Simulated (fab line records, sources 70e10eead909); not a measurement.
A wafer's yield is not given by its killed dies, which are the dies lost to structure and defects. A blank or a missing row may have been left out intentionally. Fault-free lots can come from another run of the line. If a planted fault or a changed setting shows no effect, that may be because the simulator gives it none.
fab line records	flow nand_harc
record lots=12	wafers=36	last_day=24
route steps=1159 shown P_ZERO_WELL@61 P_STI@88 P_GATE@119 END@1159
lots that met no fault: from a run of the same line without faults
start_h: start of the lot's first displayed wafer, in hours after the record's first day	wait_h: hours since the lot's step before	" same as the row above	L1.1+2: one row covering several wafers at once	- no value present, or no start provided	* or withheld: withheld	< > ~ a bound
route shown NAME@n: a module of which the file shows steps, and the number in the route of the first	usual: the fault-free wafers' mean and standard deviation	same: alike in all rows	chamber/n: place in a boat	sites: the reading at each site	_std_site: standard deviation of those values	_edge_site: outer sites' mean less inner sites'	radius_mm: how far each site lies from the wafer's centre	mask NAME#n: copy n	behind: the most recent tool/chamber to have shaped the wafer	hold: what put the lot on hold/how long, in hours/how the hold closed	device: whichever transistor did not switch (one of n, p or np)	end of line: the same wafers' tests at the end of the route	a step with no rows: only its recipe	killed: the dies lost at the first sort to structure and to defects; this is not the yield of the wafer	map: a wafer's dies, x killed, . not, _ none there
set.NAME: the setting the step ran with; set.NAME@STEP: the setting that earlier step ran with	model.NAME: the simulator's own value behind a step, which no gauge read
the route's steps for a sample of lots (tables are steps, rows are wafers)
services: when a tool's chamber went out of use (start_h, in hours from the record's first day, below 0 if earlier), for how many hours, and the reason
## steps
# step NHARC_P_ZERO_WELL_DESCUM_54
# recipe time_s=3	o2_flow_sccm=200	ar_flow_sccm=0	bias_power_w=0	chemistry=O2
# usual drypump_motor_current_A=5.8/0.57	oes_product_au=1.001/0.0069	rf_vpp_V=57.7/0.9	showerhead_plenum_p_Torr=1.87/0.063	throttle_valve_pct=11.311/0.0083
lot.wafer	tool	chamber	start_h	wait_h	drypump_motor_current_A	oes_product_au	rf_hours_counter_h	rf_vpp_V	showerhead_plenum_p_Torr	throttle_valve_pct
L875.2	rie_diel-04	3	23.69	-	6.2	1.007	5.7	57.3	1.81	11.307
L875.3	"	0	"	"	5.1	1.002	6.5	58.0	1.95	11.312
L875.6	"	3	"	"	6.2	1.002	-	56.1	1.81	11.319
L877.3	rie_diel-04	3	35.98	-	6.2	1.003	6.5	57.4	1.81	11.303
L877.4	"	0	"	"	5.1	1.002	7.0	57.9	1.95	11.305
L877.5	"	2	"	"	5.0	1.002	-	58.5	1.85	11.304
L879.4	rie_diel-04	3	47.69	-	6.2	1.006	6.9	57.5	1.81	11.311
L879.1	"	1	"	"	6.4	0.996	7.4	58.3	1.83	11.305
L879.6	"	0	"	"	5.1	1.000	-	58.3	1.95	11.292
L884.2	rie_diel-02	3	77.98	-	5.1	1.007	5.2	57.2	1.81	11.310
L884.3	"	3	"	"	5.1	1.003	-	56.4	1.81	11.312
L884.6	"	3	"	"	5.1	1.015	-	59.6	1.81	11.315
L885.1	rie_diel-05	0	84.01	-	6.4	0.985	5.2	57.1	1.82	11.319
L885.4	"	1	"	"	5.1	1.001	6.2	57.7	1.82	11.311
L885.3	"	2	"	"	6.5	1.001	6.0	58.1	1.88	11.298
L886.2	rie_diel-04	1	90.12	-	6.4	0.997	11.1	56.8	1.83	11.313
L886.4	"	3	"	"	6.2	1.017	10.2	56.4	1.81	11.304
L886.5	"	0	"	"	5.1	1.002	-	59.2	1.95	11.316
L891.1	rie_diel-02	0	119.90	-	5.6	0.996	10.5	57.0	1.92	11.314
L891.3	"	1	"	"	5.5	0.988	9.0	57.0	1.84	11.320
L891.5	"	1	"	"	5.6	1.005	-	56.8	1.84	11.314
L892.1	rie_diel-05	2	126.06	-	6.5	1.009	9.2	56.1	1.88	11.322
L892.2	"	3	"	"	6.1	1.000	9.0	58.1	1.98	11.319
L892.4	"	1	"	"	5.1	0.995	9.8	58.9	1.82	11.300
L894.1	rie_diel-05	0	137.90	-	6.4	1.004	9.2	58.2	1.82	11.295
L894.3	"	1	"	"	5.1	1.005	10.1	57.8	1.82	11.329
L894.5	"	1	"	"	5.1	0.993	-	58.6	1.82	11.332
L895.4	rie_diel-02	1	143.82	-	5.5	0.994	11.3	56.7	1.84	11.308
L895.2	"	3	"	"	5.1	1.000	9.6	58.2	1.81	11.300
L895.5	"	1	"	"	5.6	0.992	-	58.8	1.84	11.306
L896.1	rie_diel-04	3	149.82	-	6.2	1.000	1.9	57.6	1.81	11.324
L896.4	"	1	"	"	6.4	1.000	-	58.6	1.83	11.310
L896.5	"	2	"	"	5.0	0.995	-	57.3	1.85	11.310
L897.1	rie_diel-05	1	156.02	-	5.1	0.994	10.5	57.2	1.82	11.305
L897.2	"	2	"	"	6.5	1.014	9.9	58.0	1.88	11.300
L897.3	"	0	"	"	6.4	1.001	9.6	56.3	1.82	11.303
# step NHARC_P_STI_ETCH_42
# recipe target_depth_a=800	overetch_a=240	time_s=61	ion_energy_ev=200	n2_flow_sccm=150	h2_flow_sccm=150	ar_flow_sccm=0	rf_w=400	bias_w=150	chemistry=N2/H2
# usual bias_w=150.1/0.47	drypump_motor_current_A=5.7/0.3	n2_flow_sccm=150.0/0.49	oes_product_au=1.000/0.0077	rf_vpp_V=431.6/2.4	showerhead_plenum_p_Torr=2.09/0.083	throttle_valve_pct=14.170/0.0096
lot.wafer	tool	chamber	start_h	wait_h	bias_w	drypump_motor_current_A	n2_flow_sccm	oes_product_au	rf_hours_counter_h	rf_vpp_V	showerhead_plenum_p_Torr	throttle_valve_pct
L875.2	rie_diel-12	2	44.77	0.1	150.4	5.9	149.7	1.004	0.8	434.2	2.20	14.160
L875.3	"	1	"	"	148.8	5.6	149.4	0.988	0.5	428.2	1.96	14.161
L875.6	"	3	"	"	150.0	5.9	149.9	0.994	-	429.1	2.01	14.164
L877.3	rie_diel-12	1	53.33	0.1	150.5	5.6	150.0	0.997	0.8	427.3	1.96	14.183
L877.4	"	0	"	"	149.0	6.1	149.3	1.002	1.1	431.7	2.06	14.154
L877.5	"	2	"	"	150.2	5.9	149.5	0.992	-	434.9	2.20	14.183
L879.1	rie_diel-08	3	69.38	0.1	150.2	6.1	150.2	0.994	2.5	432.2	2.10	14.176
L879.4	"	2	"	"	149.5	5.2	149.6	0.998	2.7	430.7	2.06	14.174
L879.6	"	0	"	"	149.6	5.2	149.9	1.001	-	433.7	2.16	14.167
L884.2	rie_diel-12	2	96.32	0.1	149.6	5.9	149.4	0.998	4.1	434.9	2.20	14.177
L884.3	"	0	"	"	150.4	6.1	149.8	1.010	3.7	430.7	2.06	14.167
L884.6	"	1	"	"	150.7	5.6	149.7	0.997	-	429.5	1.96	14.186
L885.3	rie_diel-03	3	101.22	0.1	150.7	5.5	150.1	1.000	1.7	429.2	2.06	14.181
L885.1	"	0	"	"	150.8	5.5	150.3	1.006	1.9	433.1	2.15	14.160
L885.4	"	1	"	"	150.4	5.4	150.8	0.997	2.0	433.7	2.15	14.178
L886.4	rie_diel-12	2	108.61	0.1	150.7	5.9	149.3	0.999	4.4	433.6	2.20	14.154
L886.2	"	3	"	"	150.1	5.9	150.4	0.999	4.8	429.9	2.01	14.160
L886.5	"	2	"	"	150.5	5.9	149.6	0.998	-	434.9	2.20	14.162
L891.3	rie_diel-12	1	140.44	0.1	149.1	5.6	150.7	0.995	5.7	427.6	1.96	14.165
L891.1	"	0	"	"	150.0	6.1	149.7	1.017	5.8	431.6	2.06	14.173
L891.5	"	1	"	"	150.1	5.6	150.1	0.999	-	429.0	1.96	14.171
L892.4	rie_diel-08	2	140.60	0.1	151.4	5.2	149.7	0.995	0.3	431.2	2.06	14.174
L892.1	"	0	"	"	150.1	5.2	150.1	1.001	0.4	433.1	2.16	14.164
L892.2	"	1	"	"	150.3	5.2	150.5	0.998	0.3	430.6	2.09	14.192
L894.1	rie_diel-03	0	155.23	0.1	150.2	5.5	150.7	0.996	3.5	433.7	2.15	14.182
L894.3	"	1	"	"	149.9	5.5	149.7	1.000	3.5	434.7	2.15	14.178
L894.5	"	3	"	"	150.1	5.5	149.8	1.003	-	431.8	2.06	14.169
L895.4	rie_diel-12	2	162.13	0.1	150.3	5.9	149.2	1.001	8.0	436.4	2.20	14.187
L895.2	"	3	"	"	150.8	5.8	150.3	1.006	7.9	427.7	2.01	14.182
L895.5	"	1	"	"	149.9	5.6	150.6	1.005	-	428.7	1.96	14.186
L896.4	rie_diel-12	0	170.08	0.1	150.5	6.1	150.3	1.002	7.2	429.6	2.06	14.157
L896.1	"	1	"	"	150.2	5.6	149.6	0.997	7.3	427.7	1.96	14.167
L896.5	"	0	"	"	149.9	6.1	150.7	1.002	-	430.2	2.06	14.172
L897.1	rie_diel-08	1	170.26	0.1	150.1	5.1	150.0	1.006	1.0	432.6	2.09	14.179
L897.3	"	3	"	"	150.3	6.1	149.7	1.002	1.1	432.6	2.10	14.185
L897.2	"	0	"	"	149.3	5.2	149.8	0.999	1.1	433.5	2.16	14.175
# step NHARC_P_GATE_EXPOSE_08
# recipe na=0.6	dose_mj=16.75	mask_id=P_HV
# usual reticle_temp_C=23.00/0.11
lot.wafer	tool	chamber	start_h	wait_h	mask	reticle_temp_C
L875.2	krf_scanner-04	0	82.50	-	P_HV#0	22.96
L875.3	"	0	"	"	P_HV#0	22.84
L875.6	"	0	"	"	P_HV#0	22.86
L877.3	krf_scanner-03	0	90.69	-	P_HV#0	23.12
L877.4	"	0	"	"	P_HV#0	22.98
L877.5	"	0	"	"	P_HV#0	23.24
L879.1	krf_scanner-04	0	107.87	-	P_HV#0	23.04
L879.4	"	0	"	"	P_HV#0	22.87
L879.6	"	0	"	"	P_HV#0	22.95
L884.2	krf_scanner-03	0	135.69	-	P_HV#0	23.10
L884.3	"	0	"	"	P_HV#0	23.18
L884.6	"	0	"	"	P_HV#0	23.17
L885.1	krf_scanner-02	0	135.84	-	P_HV#0	22.87
L885.3	"	0	"	"	P_HV#0	22.92
L885.4	"	0	"	"	P_HV#0	23.09
L886.2	krf_scanner-04	0	151.83	-	P_PSD#0	22.94
L886.4	"	0	"	"	P_PSD#0	22.98
L886.5	"	0	"	"	P_PSD#0	23.01
L891.1	krf_scanner-02	0	177.68	-	P_HV#0	23.11
L891.3	"	0	"	"	P_HV#0	23.04
L891.5	"	0	"	"	P_HV#0	23.04
L892.1	krf_scanner-04	0	177.84	-	P_HV#0	22.98
L892.2	"	0	"	"	P_HV#0	23.15
L892.4	"	0	"	"	P_HV#0	22.96
L894.1	krf_scanner-04	0	192.94	-	P_HV#0	23.03
L894.3	"	0	"	"	P_HV#0	23.01
L894.5	"	0	"	"	P_HV#0	23.08
L895.2	krf_scanner-03	0	200.74	-	P_HV#0	23.02
L895.4	"	0	"	"	P_HV#0	22.76
L895.5	"	0	"	"	P_HV#0	22.93
L897.1	krf_scanner-02	0	206.66	-	P_HV#0	22.94
L897.2	"	0	"	"	P_HV#0	23.02
L897.3	"	0	"	"	P_HV#0	22.93
L896.1	krf_scanner-02	0	206.70	-	P_HV#0	23.04
L896.4	"	0	"	"	P_HV#0	22.78
L896.5	"	0	"	"	P_HV#0	22.92
# step NHARC_P_GATE_CD_MEAS_11
# recipe target_cd_nm=1640	landing_energy_ev=500
# usual cd_nm=1639.6/1.3
lot.wafer	tool	chamber	start_h	wait_h	cd_nm
L875.2	cd_sem-03	0	82.65	-	1638.3
L875.3	"	0	"	"	1639.8
L875.6	"	0	"	"	1639.2
L877.3	cd_sem-03	0	90.84	-	1638.3
L877.4	"	0	"	"	1640.1
L877.5	"	0	"	"	1639.3
L879.1	cd_sem-03	0	108.03	-	1639.6
L879.4	"	0	"	"	1638.0
L879.6	"	0	"	"	1638.9
L884.2	cd_sem-02	0	135.84	-	1638.3
L884.3	"	0	"	"	1638.5
L884.6	"	0	"	"	1637.5
L885.1	cd_sem-03	0	136.01	-	1641.1
L885.3	"	0	"	"	1639.2
L885.4	"	0	"	"	1640.1
L886.2	cd_sem-02	0	151.99	-	-
L886.4	"	0	"	"	-
L886.5	"	0	"	"	-
L891.1	cd_sem-01	0	177.83	-	1640.8
L891.3	"	0	"	"	1638.5
L891.5	"	0	"	"	1638.8
L892.1	cd_sem-03	0	177.99	-	1638.9
L892.2	"	0	"	"	1639.0
L892.4	"	0	"	"	1639.9
L894.1	cd_sem-02	0	193.10	-	1639.5
L894.3	"	0	"	"	1637.6
L894.5	"	0	"	"	1638.2
L895.2	cd_sem-02	0	200.90	-	1640.7
L895.4	"	0	"	"	1639.9
L895.5	"	0	"	"	1640.4
L897.1	cd_sem-02	0	206.82	-	1641.2
L897.2	"	0	"	"	1639.7
L897.3	"	0	"	"	1639.2
L896.1	cd_sem-01	0	206.86	-	1639.7
L896.4	"	0	"	"	1639.2
L896.5	"	0	"	"	1637.0
# step NHARC_P_GATE_DEP_103
# recipe target_thk_a=300	target_thk_nm=30	temp_c=400	flow_sccm=200	rf_w=350	material=SiON
# usual heater_power_w=772/110
lot.wafer	tool	chamber	start_h	wait_h	heater_power_w
L875.2	pecvd-04	0	97.06	0.5	962
L875.3	"	1	"	"	624
L875.6	"	2	"	"	644
L877.3	pecvd-04	2	103.93	0.4	803
L877.5	"	1	"	"	729
L877.4	"	0	"	"	1002
L879.1	pecvd-01	2	125.75	0.7	808
L879.6	"	1	"	"	796
L879.4	"	2	"	"	831
L884.3	pecvd-01	1	149.23	0.3	803
L884.2	"	2	"	"	883
L884.6	"	1	"	"	786
L885.1	pecvd-04	2	149.23	0.6	749
L885.3	"	1	"	"	751
L885.4	"	0	"	"	994
L886.2	pecvd-01	0	165.00	0.5	699
L886.4	"	0	"	"	683
L886.5	"	1	"	"	777
L892.2	pecvd-03	2	190.77	0.4	650
L892.1	"	0	"	"	657
L892.4	"	0	"	"	636
L891.3	pecvd-01	0	190.77	0.3	643
L891.1	"	1	"	"	810
L891.5	"	1	"	"	817
L894.3	pecvd-01	0	206.27	0.4	710
L894.1	"	1	"	"	740
L894.5	"	1	"	"	749
L895.2	pecvd-04	1	214.88	0.4	668
L895.4	"	1	"	"	690
L895.5	"	2	"	"	749
L897.3	pecvd-03	1	220.36	0.3	978
L897.1	"	2	"	"	750
L897.2	"	0	"	"	654
L896.1	pecvd-04	1	221.01	0.6	662
L896.5	"	2	"	"	688
L896.4	"	0	"	"	867
# step NHARC_END_SORT_01
# recipe temp_c=25
# usual killed_at_array=28/11	killed_at_other=0.8/1.3	killed_at_periphery=3.6/2.5	killed_dies=32/11	killed_open=3.0/1.8	killed_short=2.0/1.5
# same gross_dies=677
lot.wafer	tool	chamber	start_h	wait_h	killed_at_array	killed_at_other	killed_at_periphery	killed_dies	killed_open	killed_short
L879.1	prober-02	0	492.89	2.5	13	0	8	21	4	5
L879.4	prober-02	0	495.30	3.4	18	1	3	22	3	7
L879.6	prober-02	0	496.90	4.0	11	1	2	14	0	2
L885.1	prober-01	0	508.69	2.5	38	1	5	44	2	6
L885.3	prober-01	0	510.29	3.1	24	1	5	30	6	0
L885.4	prober-01	0	511.09	3.4	34	0	6	40	2	6
L886.4	prober-01	0	518.96	3.5	21	0	656	677	2	4
L891.1	prober-02	0	531.97	2.5	42	3	3	48	1	1
L891.3	prober-02	0	533.56	3.1	30	1	5	36	3	0
L891.5	prober-02	0	535.15	3.7	52	1	4	57	8	2
L897.1	prober-02	0	556.21	2.5	22	0	3	25	4	3
L897.2	prober-02	0	557.01	2.8	33	0	4	37	4	4
L897.3	prober-02	0	557.81	3.1	28	0	2	30	2	4
L895.2	prober-02	0	577.86	2.8	50	2	2	54	2	2
L895.4	prober-02	0	579.48	3.4	47	3	2	52	4	4
L895.5	prober-02	0	580.29	3.7	50	0	6	56	5	5
# killed by level:class
L879.1 A_STAIRCASE:chamber_film_flake=3 P_CONTACT:geometric_particle:short=2 P_M0:geometric_particle:open=2 A_CHANNEL_FILL_D1:geometric_particle:short=2 A_ZERO_WELL:chamber_film_flake=2 A_CHANNEL_HOLE_D1:chamber_film_flake=2 A_CONTACT:chamber_film_flake=2 P_M1:geometric_particle:short=1
L879.4 A_STAIRCASE:chamber_film_flake=5 A_WL_FILL:geometric_particle:short=3 A_CHANNEL_HOLE_D1:chamber_film_flake=2 A_CONTACT:chamber_film_flake=2 P_STI:geometric_particle:short=1 P_M1:geometric_particle:open=1 A_ONON_D1:geometric_particle:short=1 A_CHANNEL_FILL_D1:geometric_particle:short=1
L879.6 A_CHANNEL_HOLE_D1:chamber_film_flake=4 P_ZERO_WELL:chamber_film_flake=2 A_STAIRCASE:chamber_film_flake=2 A_ONON_D1:geometric_particle:short=1 A_CHANNEL_FILL_D1:geometric_particle:short=1 A_ZERO_WELL:chamber_film_flake=1 A_SLIT:chamber_film_flake=1 A_CONTACT:chamber_film_flake=1
L885.1 A_CHANNEL_HOLE_D1:chamber_film_flake=20 P_M0:chamber_film_flake=4 A_STAIRCASE:chamber_film_flake=3 A_CONTACT:chamber_film_flake=3 A_ONON_D1:geometric_particle:short=2 A_CHANNEL_FILL_D1:geometric_particle:short=2 A_ZERO_WELL:chamber_film_flake=2 A_SGD_CUT:geometric_particle:short=1
L885.3 A_CHANNEL_HOLE_D1:chamber_film_flake=8 A_STAIRCASE:chamber_film_flake=6 P_BONDPAD:chamber_film_flake=2 A_ZERO_WELL:chamber_film_flake=2 A_WL_FILL:chamber_film_flake=2 A_CONTACT:chamber_film_flake=2 P_GATE:geometric_particle:open=1 P_M0:geometric_particle:open=1
L885.4 A_CHANNEL_HOLE_D1:chamber_film_flake=17 A_STAIRCASE:chamber_film_flake=6 A_CONTACT:chamber_film_flake=3 A_CHANNEL_HOLE_D1:geometric_particle:short=2 A_CHANNEL_FILL_D1:geometric_particle:short=2 A_WL_FILL:geometric_particle:short=2 P_STI:chamber_film_flake=2 P_M0:chamber_film_flake=2
L886.4 P_GATE:area_expose=649 A_CHANNEL_HOLE_D1:chamber_film_flake=7 P_CONTACT:chamber_film_flake=5 A_M1:chamber_film_flake=5 A_STAIRCASE:chamber_film_flake=3 A_SGD_CUT:geometric_particle:short=2 P_CONTACT:geometric_particle:open=1 A_SOURCE_PLATE:geometric_particle:short=1
L891.1 A_SLIT:chamber_film_flake=24 A_CHANNEL_HOLE_D1:chamber_film_flake=11 A_CONTACT:chamber_film_flake=5 P_M2:chamber_film_flake=3 THIN_TSV:chamber_film_flake=3 A_SGD_CUT:geometric_particle:open=1 A_CONTACT:geometric_particle:short=1
L891.3 A_SLIT:chamber_film_flake=12 A_CHANNEL_HOLE_D1:chamber_film_flake=11 A_CONTACT:chamber_film_flake=4 P_M2:chamber_film_flake=3 P_M0:geometric_particle:open=1 A_WL_FILL:geometric_particle:open=1 A_CONTACT:geometric_particle:open=1 P_GATE:chamber_film_flake=1
L891.5 A_CHANNEL_HOLE_D1:chamber_film_flake=26 A_SLIT:chamber_film_flake=13 A_STAIRCASE:chamber_film_flake=4 A_CONTACT:geometric_particle:open=2 A_M1:geometric_particle:open=2 A_CONTACT:chamber_film_flake=2 P_CONTACT:geometric_particle:open=1 P_M0:geometric_particle:open=1
L897.1 A_CHANNEL_HOLE_D1:chamber_film_flake=14 P_M0:geometric_particle:open=1 P_M1:geometric_particle:open=1 A_ONON_D1:geometric_particle:open=1 A_ONON_D1:geometric_particle:short=1 A_CHANNEL_FILL_D1:geometric_particle:short=1 A_CONTACT:geometric_particle:short=1 A_BLC:geometric_particle:open=1
L897.2 A_CHANNEL_HOLE_D1:chamber_film_flake=21 A_CONTACT:chamber_film_flake=4 A_STAIRCASE:chamber_film_flake=3 P_M0:geometric_particle:open=2 A_WL_FILL:geometric_particle:short=2 P_GATE:geometric_particle:open=1 P_M2:geometric_particle:short=1 A_ONON_D1:geometric_particle:short=1
L897.3 A_CHANNEL_HOLE_D1:chamber_film_flake=15 A_STAIRCASE:chamber_film_flake=4 A_CONTACT:chamber_film_flake=3 A_WL_FILL:geometric_particle:short=2 P_M2:geometric_particle:short=1 A_CHANNEL_HOLE_D1:geometric_particle:short=1 A_CONTACT:geometric_particle:open=1 A_BLC:geometric_particle:open=1
L895.2 A_SLIT:chamber_film_flake=20 A_CHANNEL_HOLE_D1:chamber_film_flake=12 A_WL_FILL:chamber_film_flake=5 A_STAIRCASE:chamber_film_flake=4 A_CONTACT:chamber_film_flake=4 A_CHANNEL_HOLE_D1:geometric_particle:short=1 A_CHANNEL_FILL_D1:geometric_particle:short=1 A_SLIT:geometric_particle:open=1
L895.4 A_CHANNEL_HOLE_D1:chamber_film_flake=15 A_SLIT:chamber_film_flake=15 A_STAIRCASE:chamber_film_flake=4 A_WL_FILL:chamber_film_flake=3 A_CONTACT:chamber_film_flake=3 HYBRID_BOND:chamber_film_flake=2 A_M0:chamber_film_flake=2 P_GATE:geometric_particle:short=1
L895.5 A_SLIT:chamber_film_flake=19 A_CHANNEL_HOLE_D1:chamber_film_flake=16 A_CONTACT:chamber_film_flake=4 A_STAIRCASE:chamber_film_flake=3 P_GATE:geometric_particle:open=2 P_M0:geometric_particle:open=2 A_CHANNEL_FILL_D1:geometric_particle:short=2 P_GATE:geometric_particle:short=1
## services
tool	chamber	start_h	hours	kind
rie_diel-08	1	6.24	10.2	repair
rie_diel-12	3	11.03	2.8	repair
pecvd-04	-	14.21	13.0	pm
rie_diel-12	-	25.40	9.0	pm
krf_scanner-02	-	38.00	4.0	pm
pecvd-01	-	46.77	0.3	repair
pecvd-04	-	53.18	39.2	repair
rie_diel-05	1	55.21	2.1	repair
pecvd-01	-	56.06	13.0	pm
rie_diel-05	0	63.90	2.3	repair
pecvd-01	-	71.49	2.5	repair
rie_diel-04	0	100.32	3.8	repair
pecvd-01	0	107.13	8.2	repair
rie_diel-04	-	112.25	9.0	pm
pecvd-04	-	124.51	2.7	repair
krf_scanner-04	-	126.00	4.0	pm
rie_diel-05	0	131.24	4.3	repair
rie_diel-04	0	136.29	22.1	repair
rie_diel-05	-	163.60	9.0	pm
rie_diel-04	2	168.41	2.5	repair
pecvd-04	-	195.21	13.0	pm
krf_scanner-04	-	197.09	28.2	repair
rie_diel-12	-	202.40	9.0	pm
krf_scanner-02	-	210.00	4.0	pm
## key
first_sign step=NHARC_P_GATE_EXPOSE_08	reading=mask	direction=changed
effect step=NHARC_P_GATE_CD_MEAS_11	reading=cd_nm	direction=missing
effect step=NHARC_END_SORT_01	reading=killed_at_periphery	direction=up	sigmas=99+	usual=3.6	struck=656
more_kills_born_at NHARC_P_GATE_EXPOSE_08@krf_scanner-04=649
met_at NHARC_P_GATE_EXPOSE_08
struck_lots L886
rows_end L886.2,L886.5
later_rows_left_out L886.4
tester_left_out L886
not_acting_at NHARC_P_ZERO_WELL_DESCUM_54,NHARC_P_STI_ETCH_42,NHARC_P_GATE_DEP_103
onset_between 107.87 151.83
fault kind=wrong_mask	tool=any	chamber=-	onset_h=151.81	steps=NHARC_P_GATE_EXPOSE_08	aux_copy=P_PSD#0	scope=struck_lots_only
# tester_left_out: of these lots the tester's yield and bins aren't shown, on N5 and GAA mostly nor the transistor test; their killed dies are dies lost to structure and defects alone, not to doping, threshold or leakage, so they don't give the yield
# later_rows_left_out: the simulator's readings of these wafers behind a module that went badly wrong aren't trusted and aren't shown, but for the sort
# rows_end: these wafers met a further fault down the route, and their rows from its step on are left out
